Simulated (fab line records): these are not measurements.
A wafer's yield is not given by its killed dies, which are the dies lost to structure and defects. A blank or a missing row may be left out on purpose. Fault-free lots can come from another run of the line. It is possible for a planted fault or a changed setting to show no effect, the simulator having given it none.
Which tool did it? :: flow nandHarc :: Sampling: 24 lots, 72 wafers, 6 of 1302 route steps

== WHAT THE GAUGES READ, wafer by wafer ==
NHARC_A_BONDPAD_CD_MEAS_09: target cd 500 nm. Usual: cdNm at 499.5 nm, with a standard deviation of 2.
lot: L074
measured: day 23 00:08
on: cdSem-02
cdNm (nm): 496.2 498.7 501.0
flag: 

lot: L075
measured: day 23 02:34
on: cdSem-01
cdNm (nm): 500.9 502.6 501.2
flag: 

lot: L076
measured: day 23 18:56
on: cdSem-02
cdNm (nm): 500.8 501.6 499.7
flag: 

lot: L078
measured: day 24 05:28
on: cdSem-01
cdNm (nm): 499.0 499.2 500.4
flag: 

lot: L077
measured: day 24 06:04
on: cdSem-02
cdNm (nm): 498.0 496.4 498.0
flag: 

lot: L080
measured: day 24 19:09
on: cdSem-03
cdNm (nm): 499.4 498.8 498.4
flag: 

lot: L079
measured: day 24 20:50
on: cdSem-02
cdNm (nm): 497.5 498.7 500.7
flag: 

lot: L081
measured: day 26 00:11
on: cdSem-02
cdNm (nm): 497.7 500.8 497.1
flag: 

lot: L083
measured: day 26 13:07
on: cdSem-01
cdNm (nm): 498.1 499.3 502.3
flag: 

lot: L082
measured: day 26 16:39
on: cdSem-03
cdNm (nm): 496.1 496.6 500.1
flag: 

lot: L085
measured: day 27 03:39
on: cdSem-02
cdNm (nm): 501.0 496.8 497.2
flag: 

lot: L084
measured: day 27 04:52
on: cdSem-03
cdNm (nm): 499.5 499.1 499.5
flag: 

lot: L087
measured: day 28 00:43
on: cdSem-02
cdNm (nm): 496.8 497.1 500.6
flag: 

lot: L086
measured: day 28 02:10
on: cdSem-03
cdNm (nm): 501.0 501.4 505.4
flag: 

lot: L088
measured: day 28 14:39
on: cdSem-03
cdNm (nm): 497.9 497.6 499.8
flag: 

lot: L089
measured: day 28 15:37
on: cdSem-02
cdNm (nm): 499.9 505.1 498.7
flag: 

lot: L090
measured: day 30 05:53
on: cdSem-01
cdNm (nm): 498.6 499.9 500.4
flag: 

lot: L091
measured: day 30 11:17
on: cdSem-03
cdNm (nm): 498.4 497.4 496.6
flag: 

lot: L093
measured: day 30 17:16
on: cdSem-01
cdNm (nm): 497.9 496.8 499.4
flag: 

lot: L092
measured: day 30 22:04
on: cdSem-02
cdNm (nm): 499.4 499.6 498.9
flag: 

lot: L094
measured: day 31 01:56
on: cdSem-03
cdNm (nm): 499.8 501.1 500.1
flag: 

lot: L095
measured: day 31 20:04
on: cdSem-03
cdNm (nm): 500.8 502.5 499.0
flag: 

lot: L096
measured: day 32 06:56
on: cdSem-01
cdNm (nm): 499.0 502.6 500.4
flag: 

lot: L097
measured: day 32 12:11
on: cdSem-01
cdNm (nm): 500.7 499.7 499.7
flag: 

NHARC_A_BONDPAD_THK_MEAS_20: measures by xrf. Usual: thkNm at 169.8 nm, with a standard deviation of 1.5.
lot: L074
measured: day 23 02:42
on: filmMetro-01
thkNm (nm): 168.4 168.4 170.0
flag: 

lot: L075
measured: day 23 05:27
on: filmMetro-01
thkNm (nm): 168.7 172.1 170.4
flag: 

lot: L076
measured: day 23 21:30
on: filmMetro-01
thkNm (nm): 167.9 170.8 172.1
flag: 

lot: L078
measured: day 24 08:02
on: filmMetro-02
thkNm (nm): 168.1 165.7 168.8
flag: 

lot: L077
measured: day 24 08:37
on: filmMetro-01
thkNm (nm): 169.3 169.5 168.2
flag: 

lot: L080
measured: day 24 21:43
on: filmMetro-01
thkNm (nm): 169.4 169.9 170.6
flag: 

lot: L079
measured: day 24 23:25
on: filmMetro-01
thkNm (nm): 169.6 169.5 171.3
flag: 

lot: L081
measured: day 26 02:46
on: filmMetro-02
thkNm (nm): 170.2 170.7 170.3
flag: 

lot: L083
measured: day 26 15:40
on: filmMetro-01
thkNm (nm): 172.4 171.6 169.8
flag: 

lot: L082
measured: day 26 19:13
on: filmMetro-01
thkNm (nm): 170.3 169.9 167.8
flag: 

lot: L085
measured: day 27 06:13
on: filmMetro-02
thkNm (nm): 171.6 169.2 168.1
flag: 

lot: L084
measured: day 27 07:26
on: filmMetro-02
thkNm (nm): 171.6 171.6 171.3
flag: 

lot: L087
measured: day 28 03:20
on: filmMetro-01
thkNm (nm): 170.0 171.3 170.2
flag: 

lot: L086
measured: day 28 04:44
on: filmMetro-02
thkNm (nm): 171.2 167.3 168.6
flag: 

lot: L088
measured: day 28 17:13
on: filmMetro-02
thkNm (nm): 170.4 171.6 169.8
flag: 

lot: L089
measured: day 28 18:10
on: filmMetro-02
thkNm (nm): 170.2 167.1 170.0
flag: 

lot: L090
measured: day 30 08:28
on: filmMetro-02
thkNm (nm): 168.0 168.9 166.9
flag: 

lot: L091
measured: day 30 13:50
on: filmMetro-01
thkNm (nm): 172.5 170.8 172.8
flag: 

lot: L093
measured: day 30 19:49
on: filmMetro-01
thkNm (nm): 170.2 169.6 168.0
flag: 

lot: L092
measured: day 31 00:37
on: filmMetro-02
thkNm (nm): 168.8 172.4 170.1
flag: 

lot: L094
measured: day 31 04:29
on: filmMetro-01
thkNm (nm): 172.4 170.9 170.4
flag: 

lot: L095
measured: day 31 22:40
on: filmMetro-01
thkNm (nm): 169.7 169.5 169.7
flag: 

lot: L096
measured: day 32 09:47
on: filmMetro-02
thkNm (nm): 170.3 170.5 167.7
flag: 

lot: L097
measured: day 32 14:44
on: filmMetro-02
thkNm (nm): 167.6 170.6 170.7
flag: 

== WHAT TOOL EACH LOT RAN ON (gives the tool, then ch and the chambers of the sampled wafers, and finally the start) ==
lot: L074
NHARC_A_M1_ETCH_15: rieDiel-02 ch 0,2,3, day 22 20:39 or earlier
NHARC_A_M1_DEGAS_29: pvdSputter-01, day 22 20:39
NHARC_A_M1_PRE_CLEAN_32: pecvd-04 ch 0,2, day 22 22:17
NHARC_A_BONDPAD_PVD_17: pvdSputter-02, day 23 02:42 or earlier

lot: L075
NHARC_A_M1_ETCH_15: rieDiel-02 ch 1,2,3, day 22 22:37 or earlier
NHARC_A_M1_DEGAS_29: pvdSputter-03, day 22 22:37
NHARC_A_M1_PRE_CLEAN_32: pecvd-01 ch 1,2, day 23 00:33
NHARC_A_BONDPAD_PVD_17: pvdSputter-01, day 23 05:27 or earlier

lot: L076
NHARC_A_M1_ETCH_15: rieDiel-02 ch 1,2,3, day 23 15:28 or earlier
NHARC_A_M1_DEGAS_29: pvdSputter-03, day 23 15:28
NHARC_A_M1_PRE_CLEAN_32: pecvd-01 ch 0,1,2, day 23 17:05
NHARC_A_BONDPAD_PVD_17: pvdSputter-01, day 23 21:30 or earlier

lot: L078
NHARC_A_M1_ETCH_15: rieDiel-02 ch 0,1,3, day 24 01:59 or earlier
NHARC_A_M1_DEGAS_29: pvdSputter-03, day 24 01:59
NHARC_A_M1_PRE_CLEAN_32: pecvd-04 ch 0,2, day 24 03:37
NHARC_A_BONDPAD_PVD_17: pvdSputter-02, day 24 08:02 or earlier

lot: L077
NHARC_A_M1_ETCH_15: rieDiel-02 ch 1,2, day 24 02:26 or earlier
NHARC_A_M1_DEGAS_29: pvdSputter-01, day 24 02:26
NHARC_A_M1_PRE_CLEAN_32: pecvd-04 ch 0,2, day 24 04:13
NHARC_A_BONDPAD_PVD_17: pvdSputter-03, day 24 08:37 or earlier

lot: L080
NHARC_A_M1_ETCH_15: rieDiel-04 ch 0,1,3, day 24 15:48 or earlier
NHARC_A_M1_DEGAS_29: pvdSputter-01, day 24 15:48
NHARC_A_M1_PRE_CLEAN_32: pecvd-01 ch 1,2, day 24 17:25
NHARC_A_BONDPAD_PVD_17: pvdSputter-01, day 24 21:43 or earlier

lot: L079
NHARC_A_M1_ETCH_15: rieDiel-02 ch 0,1, day 24 17:29 or earlier
NHARC_A_M1_DEGAS_29: pvdSputter-02, day 24 17:29
NHARC_A_M1_PRE_CLEAN_32: pecvd-03 ch 0,2, day 24 19:07
NHARC_A_BONDPAD_PVD_17: pvdSputter-02, day 24 23:25 or earlier

lot: L081
NHARC_A_M1_ETCH_15: rieDiel-06 ch 0,1, day 25 20:43 or earlier
NHARC_A_M1_DEGAS_29: pvdSputter-03, day 25 20:43
NHARC_A_M1_PRE_CLEAN_32: pecvd-01 ch 0,1,2, day 25 22:22
NHARC_A_BONDPAD_PVD_17: pvdSputter-03, day 26 02:46 or earlier

lot: L083
NHARC_A_M1_ETCH_15: rieDiel-06 ch 0,2, day 26 09:38 or earlier
NHARC_A_M1_DEGAS_29: pvdSputter-03, day 26 09:38
NHARC_A_M1_PRE_CLEAN_32: pecvd-04 ch 1,2, day 26 11:14
NHARC_A_BONDPAD_PVD_17: pvdSputter-02, day 26 15:40 or earlier

lot: L082
NHARC_A_M1_ETCH_15: rieDiel-04 ch 0,2,3, day 26 13:18 or earlier
NHARC_A_M1_DEGAS_29: pvdSputter-03, day 26 13:18
NHARC_A_M1_PRE_CLEAN_32: pecvd-01 ch 1,2, day 26 14:56
NHARC_A_BONDPAD_PVD_17: pvdSputter-03, day 26 19:13 or earlier

lot: L085
NHARC_A_M1_ETCH_15: rieDiel-06 ch 1,2,3, day 27 00:11 or earlier
NHARC_A_M1_DEGAS_29: pvdSputter-01, day 27 00:11
NHARC_A_M1_PRE_CLEAN_32: pecvd-01 ch 0,1,2, day 27 01:47
NHARC_A_BONDPAD_PVD_17: pvdSputter-02, day 27 06:13 or earlier

lot: L084
NHARC_A_M1_ETCH_15: rieDiel-06 ch 0,2,3, day 27 01:23 or earlier
NHARC_A_M1_DEGAS_29: pvdSputter-03, day 27 01:23
NHARC_A_M1_PRE_CLEAN_32: pecvd-01 ch 0,2, day 27 03:01
NHARC_A_BONDPAD_PVD_17: pvdSputter-03, day 27 07:26 or earlier

lot: L087
NHARC_A_M1_ETCH_15: rieDiel-06 ch 0,2,3, day 27 21:14 or earlier
NHARC_A_M1_DEGAS_29: pvdSputter-03, day 27 21:14
NHARC_A_M1_PRE_CLEAN_32: pecvd-01 ch 0,1, day 27 22:51
NHARC_A_BONDPAD_PVD_17: pvdSputter-03, day 28 03:20 or earlier

lot: L086
NHARC_A_M1_ETCH_15: rieDiel-04 ch 1,2,3, day 27 22:40 or earlier
NHARC_A_M1_DEGAS_29: pvdSputter-03, day 27 22:40
NHARC_A_M1_PRE_CLEAN_32: pecvd-01 ch 0,1, day 28 00:17
NHARC_A_BONDPAD_PVD_17: pvdSputter-03, day 28 04:44 or earlier

lot: L088
NHARC_A_M1_ETCH_15: rieDiel-04 ch 0,1,2, day 28 11:08 or earlier
NHARC_A_M1_DEGAS_29: pvdSputter-03, day 28 11:08
NHARC_A_M1_PRE_CLEAN_32: pecvd-04 ch 0,1,2, day 28 12:48
NHARC_A_BONDPAD_PVD_17: pvdSputter-01, day 28 17:13 or earlier

lot: L089
NHARC_A_M1_ETCH_15: rieDiel-04 ch 0,3, day 28 11:58 or earlier
NHARC_A_M1_DEGAS_29: pvdSputter-02, day 28 11:58
NHARC_A_M1_PRE_CLEAN_32: pecvd-03 ch 0,1, day 28 13:37
NHARC_A_BONDPAD_PVD_17: pvdSputter-02, day 28 18:10 or earlier

lot: L090
NHARC_A_M1_ETCH_15: rieDiel-02 ch 0,1, day 30 02:23 or earlier
NHARC_A_M1_DEGAS_29: pvdSputter-01, day 30 02:23
NHARC_A_M1_PRE_CLEAN_32: pecvd-03 ch 1,2, day 30 04:02
NHARC_A_BONDPAD_PVD_17: pvdSputter-02, day 30 08:28 or earlier

lot: L091
NHARC_A_M1_ETCH_15: rieDiel-06 ch 0,3, day 30 07:40 or earlier
NHARC_A_M1_DEGAS_29: pvdSputter-02, day 30 07:40
NHARC_A_M1_PRE_CLEAN_32: pecvd-01 ch 0,1,2, day 30 09:19
NHARC_A_BONDPAD_PVD_17: pvdSputter-01, day 30 13:50 or earlier

lot: L093
NHARC_A_M1_ETCH_15: rieDiel-06 ch 0,1,3, day 30 13:54 or earlier
NHARC_A_M1_DEGAS_29: pvdSputter-03, day 30 13:54
NHARC_A_M1_PRE_CLEAN_32: pecvd-03 ch 0,2, day 30 15:31
NHARC_A_BONDPAD_PVD_17: pvdSputter-01, day 30 19:49 or earlier

lot: L092
NHARC_A_M1_ETCH_15: rieDiel-02 ch 1,2,3, day 30 18:35 or earlier
NHARC_A_M1_DEGAS_29: pvdSputter-02, day 30 18:35
NHARC_A_M1_PRE_CLEAN_32: pecvd-04 ch 0,1,2, day 30 20:13
NHARC_A_BONDPAD_PVD_17: pvdSputter-02, day 31 00:37 or earlier

lot: L094
NHARC_A_M1_ETCH_15: rieDiel-02 ch 1,2,3, day 30 22:27 or earlier
NHARC_A_M1_DEGAS_29: pvdSputter-01, day 30 22:27
NHARC_A_M1_PRE_CLEAN_32: pecvd-01 ch 0,1,2, day 31 00:06
NHARC_A_BONDPAD_PVD_17: pvdSputter-03, day 31 04:29 or earlier

lot: L095
NHARC_A_M1_ETCH_15: rieDiel-02 ch 0,1,2, day 31 16:42 or earlier
NHARC_A_M1_DEGAS_29: pvdSputter-03, day 31 16:42
NHARC_A_M1_PRE_CLEAN_32: pecvd-04 ch 0,2, day 31 18:19
NHARC_A_BONDPAD_PVD_17: pvdSputter-02, day 31 22:40 or earlier

lot: L096
NHARC_A_M1_ETCH_15: rieDiel-02 ch 0,3, day 32 03:25 or earlier
NHARC_A_M1_DEGAS_29: pvdSputter-03, day 32 03:25
NHARC_A_M1_PRE_CLEAN_32: pecvd-03 ch 0,1,2, day 32 05:05
NHARC_A_BONDPAD_PVD_17: pvdSputter-01, day 32 09:47 or earlier

lot: L097
NHARC_A_M1_ETCH_15: rieDiel-04 ch 0,1,2, day 32 08:50 or earlier
NHARC_A_M1_DEGAS_29: pvdSputter-03, day 32 08:50
NHARC_A_M1_PRE_CLEAN_32: pecvd-01 ch 0,1, day 32 10:27
NHARC_A_BONDPAD_PVD_17: pvdSputter-01, day 32 14:44 or earlier
- NHARC_A_M1_ETCH_15: etches the open film in C4F8/Ar, target depth 182.5 nm, time 91.2 s.
- NHARC_A_M1_DEGAS_29: time 60 s.
- NHARC_A_M1_PRE_CLEAN_32: time 12 s.
- NHARC_A_BONDPAD_PVD_17: deposits TaN, target thk 5 nm, time 8.06 s.

== AS READ BY THE TOOLS THEMSELVES (means over the sampled wafers that have a number; for cases with no such wafer, the mark the record gives instead) ==
NHARC_A_M1_ETCH_15. Usual: oesProductAu 0.945 a.u., standard deviation 0.022; rfVppV 441.5 V, standard deviation 2.6.
lot: L074
tool: rieDiel-02
oesProductAu (a.u.): 0.954
rfVppV (V): 440.2
flag: 

lot: L075
tool: rieDiel-02
oesProductAu (a.u.): 0.924
rfVppV (V): 443.2
flag: 

lot: L076
tool: rieDiel-02
oesProductAu (a.u.): 0.917
rfVppV (V): 442.5
flag: 

lot: L078
tool: rieDiel-02
oesProductAu (a.u.): 0.937
rfVppV (V): 441.6
flag: 

lot: L077
tool: rieDiel-02
oesProductAu (a.u.): 0.921
rfVppV (V): 443.4
flag: 

lot: L080
tool: rieDiel-04
oesProductAu (a.u.): 0.928
rfVppV (V): 443.0
flag: 

lot: L079
tool: rieDiel-02
oesProductAu (a.u.): 0.978
rfVppV (V): 440.8
flag: 

lot: L081
tool: rieDiel-06
oesProductAu (a.u.): 0.942
rfVppV (V): 440.7
flag: 

lot: L083
tool: rieDiel-06
oesProductAu (a.u.): 0.969
rfVppV (V): 439.7
flag: 

lot: L082
tool: rieDiel-04
oesProductAu (a.u.): 0.965
rfVppV (V): 444.5
flag: 

lot: L085
tool: rieDiel-06
oesProductAu (a.u.): 0.919
rfVppV (V): 440.2
flag: 

lot: L084
tool: rieDiel-06
oesProductAu (a.u.): 0.958
rfVppV (V): 438.5
flag: 

lot: L087
tool: rieDiel-06
oesProductAu (a.u.): 0.926
rfVppV (V): 439.8
flag: 

lot: L086
tool: rieDiel-04
oesProductAu (a.u.): 0.929
rfVppV (V): 443.1
flag: 

lot: L088
tool: rieDiel-04
oesProductAu (a.u.): 0.920
rfVppV (V): 442.5
flag: 

lot: L089
tool: rieDiel-04
oesProductAu (a.u.): 0.966
rfVppV (V): 444.4
flag: 

lot: L090
tool: rieDiel-02
oesProductAu (a.u.): 0.978
rfVppV (V): 442.3
flag: 

lot: L091
tool: rieDiel-06
oesProductAu (a.u.): 0.950
rfVppV (V): 437.5
flag: 

lot: L093
tool: rieDiel-06
oesProductAu (a.u.): 0.970
rfVppV (V): 440.4
flag: 

lot: L092
tool: rieDiel-02
oesProductAu (a.u.): 0.930
rfVppV (V): 443.0
flag: 

lot: L094
tool: rieDiel-02
oesProductAu (a.u.): 0.958
rfVppV (V): 443.0
flag: 

lot: L095
tool: rieDiel-02
oesProductAu (a.u.): 0.960
rfVppV (V): 441.3
flag: 

lot: L096
tool: rieDiel-02
oesProductAu (a.u.): 0.925
rfVppV (V): 439.9
flag: 

lot: L097
tool: rieDiel-04
oesProductAu (a.u.): 0.973
rfVppV (V): 442.6
flag: 

NHARC_A_M1_DEGAS_29. Usual: heaterPowerW at 323 W, with a standard deviation of 30.
lot: L074
tool: pvdSputter-01
heaterPowerW (W): 321
flag: 

lot: L075
tool: pvdSputter-03
heaterPowerW (W): 325
flag: 

lot: L076
tool: pvdSputter-03
heaterPowerW (W): 325
flag: 

lot: L078
tool: pvdSputter-03
heaterPowerW (W): 303
flag: 

lot: L077
tool: pvdSputter-01
heaterPowerW (W): 316
flag: 

lot: L080
tool: pvdSputter-01
heaterPowerW (W): 325
flag: 

lot: L079
tool: pvdSputter-02
heaterPowerW (W): 365
flag: 

lot: L081
tool: pvdSputter-03
heaterPowerW (W): 333
flag: 

lot: L083
tool: pvdSputter-03
heaterPowerW (W): 316
flag: 

lot: L082
tool: pvdSputter-03
heaterPowerW (W): 303
flag: 

lot: L085
tool: pvdSputter-01
heaterPowerW (W): 327
flag: 

lot: L084
tool: pvdSputter-03
heaterPowerW (W): 318
flag: 

lot: L087
tool: pvdSputter-03
heaterPowerW (W): 324
flag: 

lot: L086
tool: pvdSputter-03
heaterPowerW (W): 315
flag: 

lot: L088
tool: pvdSputter-03
heaterPowerW (W): 301
flag: 

lot: L089
tool: pvdSputter-02
heaterPowerW (W): 367
flag: 

lot: L090
tool: pvdSputter-01
heaterPowerW (W): 307
flag: 

lot: L091
tool: pvdSputter-02
heaterPowerW (W): 354
flag: 

lot: L093
tool: pvdSputter-03
heaterPowerW (W): 301
flag: 

lot: L092
tool: pvdSputter-02
heaterPowerW (W): 377
flag: 

lot: L094
tool: pvdSputter-01
heaterPowerW (W): 344
flag: 

lot: L095
tool: pvdSputter-03
heaterPowerW (W): 290
flag: 

lot: L096
tool: pvdSputter-03
heaterPowerW (W): 289
flag: 

lot: L097
tool: pvdSputter-03
heaterPowerW (W): 328
flag: 

NHARC_A_M1_PRE_CLEAN_32. Usual: heaterPowerW at 615 W, with a standard deviation of 72.
lot: L074
tool: pecvd-04
heaterPowerW (W): 521
flag: 

lot: L075
tool: pecvd-01
heaterPowerW (W): 573
flag: 

lot: L076
tool: pecvd-01
heaterPowerW (W): 626
flag: 

lot: L078
tool: pecvd-04
heaterPowerW (W): 528
flag: 

lot: L077
tool: pecvd-04
heaterPowerW (W): 577
flag: 

lot: L080
tool: pecvd-01
heaterPowerW (W): 614
flag: 

lot: L079
tool: pecvd-03
heaterPowerW (W): 630
flag: 

lot: L081
tool: pecvd-01
heaterPowerW (W): 670
flag: 

lot: L083
tool: pecvd-04
heaterPowerW (W): 585
flag: 

lot: L082
tool: pecvd-01
heaterPowerW (W): 659
flag: 

lot: L085
tool: pecvd-01
heaterPowerW (W): 602
flag: 

lot: L084
tool: pecvd-01
heaterPowerW (W): 659
flag: 

lot: L087
tool: pecvd-01
heaterPowerW (W): 698
flag: 

lot: L086
tool: pecvd-01
heaterPowerW (W): 659
flag: 

lot: L088
tool: pecvd-04
heaterPowerW (W): 581
flag: 

lot: L089
tool: pecvd-03
heaterPowerW (W): 645
flag: 

lot: L090
tool: pecvd-03
heaterPowerW (W): 530
flag: 

lot: L091
tool: pecvd-01
heaterPowerW (W): 697
flag: 

lot: L093
tool: pecvd-03
heaterPowerW (W): 614
flag: 

lot: L092
tool: pecvd-04
heaterPowerW (W): 584
flag: 

lot: L094
tool: pecvd-01
heaterPowerW (W): 674
flag: 

lot: L095
tool: pecvd-04
heaterPowerW (W): 517
flag: 

lot: L096
tool: pecvd-03
heaterPowerW (W): 568
flag: 

lot: L097
tool: pecvd-01
heaterPowerW (W): 686
flag: 

NHARC_A_BONDPAD_PVD_17. Usual: biasV 168.6 V, standard deviation 1.5; throttleValvePct 29.9 %, standard deviation 0.72.
lot: L074
tool: pvdSputter-02
biasV (V): 167.1
throttleValvePct (%): 30.7
flag: 

lot: L075
tool: pvdSputter-01
biasV (V): 169.1
throttleValvePct (%): 30.0
flag: 

lot: L076
tool: pvdSputter-01
biasV (V): 167.9
throttleValvePct (%): 29.9
flag: 

lot: L078
tool: pvdSputter-02
biasV (V): 166.7
throttleValvePct (%): 30.2
flag: 

lot: L077
tool: pvdSputter-03
biasV (V): 168.2
throttleValvePct (%): 29.3
flag: 

lot: L080
tool: pvdSputter-01
biasV (V): 168.2
throttleValvePct (%): 29.5
flag: 

lot: L079
tool: pvdSputter-02
biasV (V): 168.4
throttleValvePct (%): 30.3
flag: 

lot: L081
tool: pvdSputter-03
biasV (V): 169.8
throttleValvePct (%): 29.7
flag: 

lot: L083
tool: pvdSputter-02
biasV (V): 168.2
throttleValvePct (%): 30.3
flag: 

lot: L082
tool: pvdSputter-03
biasV (V): 168.1
throttleValvePct (%): 29.9
flag: 

lot: L085
tool: pvdSputter-02
biasV (V): 169.7
throttleValvePct (%): 30.9
flag: 

lot: L084
tool: pvdSputter-03
biasV (V): 169.0
throttleValvePct (%): 29.9
flag: 

lot: L087
tool: pvdSputter-03
biasV (V): 169.1
throttleValvePct (%): 30.2
flag: 

lot: L086
tool: pvdSputter-03
biasV (V): 168.8
throttleValvePct (%): 29.8
flag: 

lot: L088
tool: pvdSputter-01
biasV (V): 168.1
throttleValvePct (%): 29.8
flag: 

lot: L089
tool: pvdSputter-02
biasV (V): 167.5
throttleValvePct (%): 29.3
flag: 

lot: L090
tool: pvdSputter-02
biasV (V): 167.7
throttleValvePct (%): 30.5
flag: 

lot: L091
tool: pvdSputter-01
biasV (V): 167.9
throttleValvePct (%): 29.6
flag: 

lot: L093
tool: pvdSputter-01
biasV (V): 167.1
throttleValvePct (%): 29.8
flag: 

lot: L092
tool: pvdSputter-02
biasV (V): 169.1
throttleValvePct (%): 30.0
flag: 

lot: L094
tool: pvdSputter-03
biasV (V): 168.9
throttleValvePct (%): 28.7
flag: 

lot: L095
tool: pvdSputter-02
biasV (V): 167.5
throttleValvePct (%): 29.8
flag: 

lot: L096
tool: pvdSputter-01
biasV (V): 167.5
throttleValvePct (%): 29.6
flag: 

lot: L097
tool: pvdSputter-01
biasV (V): 169.1
throttleValvePct (%): 30.3
flag: 

== THE ANSWER, worked out from the rows above alone ==
Rule: a lot counts as off when the mean over its wafers that have a number is more than 3 standard deviations away from the usual mean. A lot without any number at a reading at which 4 lots or more have one is off too. The other lots that the step has rows for count as sound. First the gauges in route order, then the tools' own readings, where a lot's mean is used as printed above. At the first step where some lot is off, the reading lying furthest off is the one used; lots without a number count as furthest.
None of the lots is off at any reading shown; this tells nothing.

== WHAT WAS PUT IN BY THE SIMULATOR ==
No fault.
